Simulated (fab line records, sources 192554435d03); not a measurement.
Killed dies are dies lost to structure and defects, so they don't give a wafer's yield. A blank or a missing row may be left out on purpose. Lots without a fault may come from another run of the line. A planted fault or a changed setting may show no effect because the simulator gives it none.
Which tool did it? | flow n5_finfet | 7 lots, 20 wafers sampled, at 3 steps of a route of 1938

WHAT THE GAUGES READ, wafer by wafer
N5_BEOL_M7_OCD_MEAS_38.
lot  | measured     | on     | trench_depth_nm (nm)
L189 | day 9 13:41  | ocd-01 | 92.9 93.0 94.8
L190 | day 9 20:52  | ocd-01 | 94.7 91.7 95.0
L192 | day 10 06:43 | ocd-02 | 95.6 96.3 92.5
L197 | day 11 18:56 | ocd-01 | 86.8 89.5
L206 | day 13 16:16 | ocd-02 | 93.3 95.1 92.6
L209 | day 13 23:50 | ocd-02 | 93.7 93.6 95.9
L211 | day 14 20:10 | ocd-02 | 92.4 94.8 93.4

WHICH TOOL RAN EACH LOT (tool, then ch and the chambers of the sampled wafers, then the start)
lot  | N5_BEOL_M7_TRENCH_ETCH_37          | N5_BEOL_M7_STRIP_80
L189 | rie_diel-04 ch 0,1,2, day 9 13:32  | rie_diel-04 ch 0,1,2, day 9 13:41 or earlier
L190 | rie_diel-04 ch 1,2, day 9 20:43    | rie_diel-04 ch 1,2, day 9 20:52 or earlier
L192 | rie_diel-05 ch 0,2,3, day 10 06:34 | rie_diel-05 ch 0,2,3, day 10 06:43 or earlier
L197 | rie_diel-04 ch 0,1, day 11 18:47   | rie_diel-04 ch 0,1, day 11 18:56 or earlier
L206 | rie_diel-05 ch 0,3, day 13 16:07   | rie_diel-05 ch 0,3, day 13 16:16 or earlier
L209 | rie_diel-03 ch 0,1,3, day 13 23:40 | rie_diel-03 ch 0,1,3, day 13 23:50 or earlier
L211 | rie_diel-05 ch 1,2,3, day 14 20:01 | rie_diel-05 ch 1,2,3, day 14 20:10 or earlier
- N5_BEOL_M7_TRENCH_ETCH_37: etches SiCOH lowk in C4F6/O2, target depth 93.478 nm, time 31.2 s.
- N5_BEOL_M7_STRIP_80: strips in N2/H2, time 10 s.

THE ANSWER, worked out from the rows above alone
Rule: what is usual is taken from the lots themselves. Put in order of their means at a reading, lots are off if they are a third of the lots or fewer, leave a main group of 4 or more, and stand apart from it by a gap of 3 or more times the standard deviation of the main group's means; of several such gaps the widest counts. A main group whose means are all the same, to the digits that the tables above print for the reading, isn't used. A lot without any number at a reading at which 4 lots or more have one is off too. The other lots that the step has rows for count as sound.
Off: L197, at N5_BEOL_M7_OCD_MEAS_38 (trench_depth_nm). The main group: mean 94.0 nm, standard deviation 0.47.
A tool fits if, at a process step before that reading, it ran every lot that is off, and no sound lot after the first of them. The gauges at N5_BEOL_M7_OCD_MEAS_38 are tried like those tools. N5_BEOL_M7_STRIP_80 gives no start for some lots, so the hours and the order of its lots are those of N5_BEOL_M7_OCD_MEAS_38. Can't be told from this: 2 tools fit, rie_diel-04 at N5_BEOL_M7_TRENCH_ETCH_37 and N5_BEOL_M7_STRIP_80, ocd-01 at N5_BEOL_M7_OCD_MEAS_38.

WHAT THE SIMULATOR HAD PUT IN
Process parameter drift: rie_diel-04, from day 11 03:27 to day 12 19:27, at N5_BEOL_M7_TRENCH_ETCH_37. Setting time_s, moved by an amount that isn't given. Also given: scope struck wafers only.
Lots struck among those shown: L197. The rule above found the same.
